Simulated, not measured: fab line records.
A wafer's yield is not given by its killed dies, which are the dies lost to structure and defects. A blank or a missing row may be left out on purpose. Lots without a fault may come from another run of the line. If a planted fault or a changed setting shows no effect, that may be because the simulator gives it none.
Which tool was responsible? + flow n5Finfet + Sampling: 10 lots, 30 wafers, 4 of 1938 route steps

## WHAT EACH GAUGE READ, for each wafer
N5_BEOL_M14_THK_MEAS_50: measures by xrf. Usual: M14_THK typically reads 564 nm, with standard deviation 18.
| lot  | measured     | on           | M14_THK (nm) | flag |
|------|--------------|--------------|--------------|------|
| L451 | day 11 14:34 | filmMetro-02 | 547 549 553  |      |
| L455 | day 12 16:29 | filmMetro-02 | 545 560 544  |      |
| L456 | day 13 00:57 | filmMetro-01 | 550 538 543  |      |
| L458 | day 13 12:10 | filmMetro-01 | 562 547 558  |      |
| L460 | day 14 08:36 | filmMetro-02 | 545 547 579  |      |
| L459 | day 14 23:59 | filmMetro-02 | 567 555 550  |      |
| L463 | day 15 13:12 | filmMetro-02 | 558 551 593  |      |
| L468 | day 16 11:31 | filmMetro-02 | 574 567 602  |      |
| L467 | day 17 01:06 | filmMetro-01 | 587 566 584  |      |
| L470 | day 17 15:20 | filmMetro-02 | 566 567 611  |      |

N5_BEOL_M14_RS_MEAS_54: the measuring method here is four-point-probe. Usual: M14_RS typically reads 0.0334 ohm/sq, with standard deviation 0.001.
| lot  | measured     | on           | M14_RS (ohm/sq)      | flag |
|------|--------------|--------------|----------------------|------|
| L451 | day 11 14:42 | filmMetro-01 | 0.0347 0.0345 0.0343 |      |
| L455 | day 12 16:37 | filmMetro-02 | 0.0342 0.0332 0.0342 |      |
| L456 | day 13 01:05 | filmMetro-01 | 0.0344 0.0350 0.0345 |      |
| L458 | day 13 12:17 | filmMetro-02 | 0.0334 0.0346 0.0335 |      |
| L460 | day 14 08:44 | filmMetro-02 | 0.0344 0.0345 0.0322 |      |
| L459 | day 15 00:07 | filmMetro-01 | 0.0331 0.0337 0.0341 |      |
| L463 | day 15 13:20 | filmMetro-01 | 0.0338 0.0342 0.0318 |      |
| L468 | day 16 11:38 | filmMetro-02 | 0.0330 0.0333 0.0311 |      |
| L467 | day 17 01:14 | filmMetro-01 | 0.0325 0.0340 0.0326 |      |
| L470 | day 17 15:28 | filmMetro-02 | 0.0334 0.0334 0.0310 |      |

N5_BEOL_M15_CD_MEAS_28: target cd 407.6 nm. Usual: cdNm 408.6 nm, standard deviation 2.2.
| lot  | measured     | on       | cdNm (nm)         | flag |
|------|--------------|----------|-------------------|------|
| L451 | day 11 16:54 | cdSem-01 | 406.8 408.8 408.0 |      |
| L455 | day 12 19:04 | cdSem-01 | 405.1 408.8 407.0 |      |
| L456 | day 13 03:46 | cdSem-03 | 409.2 408.5 410.3 |      |
| L458 | day 13 14:38 | cdSem-02 | 408.0 409.3 407.7 |      |
| L460 | day 14 10:56 | cdSem-02 | 411.7 410.4 408.9 |      |
| L459 | day 15 02:30 | cdSem-01 | 409.1 410.5 409.1 |      |
| L463 | day 15 15:32 | cdSem-02 | 408.9 410.6 411.1 |      |
| L468 | day 16 13:56 | cdSem-02 | 395.4 395.1 392.6 | OFF  |
| L467 | day 17 04:11 | cdSem-02 | 408.4 404.8 407.4 |      |
| L470 | day 17 18:00 | cdSem-03 | 395.4 396.5 395.1 | OFF  |

## EACH LOT AND THE TOOL THAT RAN IT (in order: tool; ch and the chambers of the sampled wafers; start)
| lot  | N5_BEOL_M15_EXPOSE_25            |
|------|----------------------------------|
| L451 | krfScanner-01 ch 0, day 11 16:44 |
| L455 | krfScanner-02 ch 0, day 12 18:53 |
| L456 | krfScanner-01 ch 0, day 13 03:35 |
| L458 | krfScanner-02 ch 0, day 13 14:28 |
| L460 | krfScanner-01 ch 0, day 14 10:46 |
| L459 | krfScanner-02 ch 0, day 15 02:20 |
| L463 | krfScanner-01 ch 0, day 15 15:22 |
| L468 | krfScanner-01 ch 0, day 16 13:46 |
| L467 | krfScanner-02 ch 0, day 17 04:00 |
| L470 | krfScanner-01 ch 0, day 17 17:50 |
- N5_BEOL_M15_EXPOSE_25: exposes mask M15, target cd 400 nm.

## WHAT THE TOOLS THEMSELVES READ (means of the sampled wafers that have a number; where no wafer has one, the mark that the record gives instead)
N5_BEOL_M15_EXPOSE_25. Usual: exposureDoseMJCm2 35.47, standard deviation 0.039.
| lot  | tool          | exposureDoseMJCm2 | flag |
|------|---------------|-------------------|------|
| L451 | krfScanner-01 | 35.47             |      |
| L455 | krfScanner-02 | 35.43             |      |
| L456 | krfScanner-01 | 35.45             |      |
| L458 | krfScanner-02 | 35.48             |      |
| L460 | krfScanner-01 | 35.51             |      |
| L459 | krfScanner-02 | 35.46             |      |
| L463 | krfScanner-01 | 35.43             |      |
| L468 | krfScanner-01 | 32.51             | OFF  |
| L467 | krfScanner-02 | 35.52             |      |
| L470 | krfScanner-01 | 33.58             | OFF  |

## THE ANSWER, worked out from the rows above alone
Rule: take the mean of a lot's wafers that have a number; if it is more than 3 standard deviations from the usual mean, the lot is off. A lot without any number at a reading at which 4 lots or more have one is off too. The other lots that the step has rows for count as sound. After the gauges, taken in route order, come the tools' own readings; for these a lot's mean is taken, as printed above. At the first step where some lot is off, the reading lying furthest off is the one used; lots without a number count as furthest.
Off: L468, L470 (N5_BEOL_M15_CD_MEAS_28, cdNm).
A tool fits if, at a process step before that reading, it ran every lot that is off, and no sound lot after the first of them. The gauges at N5_BEOL_M15_CD_MEAS_28 aren't tried: what is off there is off at N5_BEOL_M15_EXPOSE_25 too, on other tools, and a gauge's error can't cause that. One fits: krfScanner-01 at N5_BEOL_M15_EXPOSE_25. Its last sound lot is L463 (day 15 15:22), its first lot that is off L468 (day 16 13:46): a fault that began between those two fits.
On the lots that are off, the tool's own readings at N5_BEOL_M15_EXPOSE_25 differ by more than 5 times the standard deviation of the sound lots' means, which bears it out; exposureDoseMJCm2 reads 33.05 there versus 35.47 on the sound lots.

## WHAT THE SIMULATOR HAD PUT IN
Drift in process parameters on krfScanner-01 at N5_BEOL_M15_EXPOSE_25, starting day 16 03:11. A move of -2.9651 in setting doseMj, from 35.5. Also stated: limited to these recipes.
Shown lots that were struck: L468, L470. Same finding as the rule above.
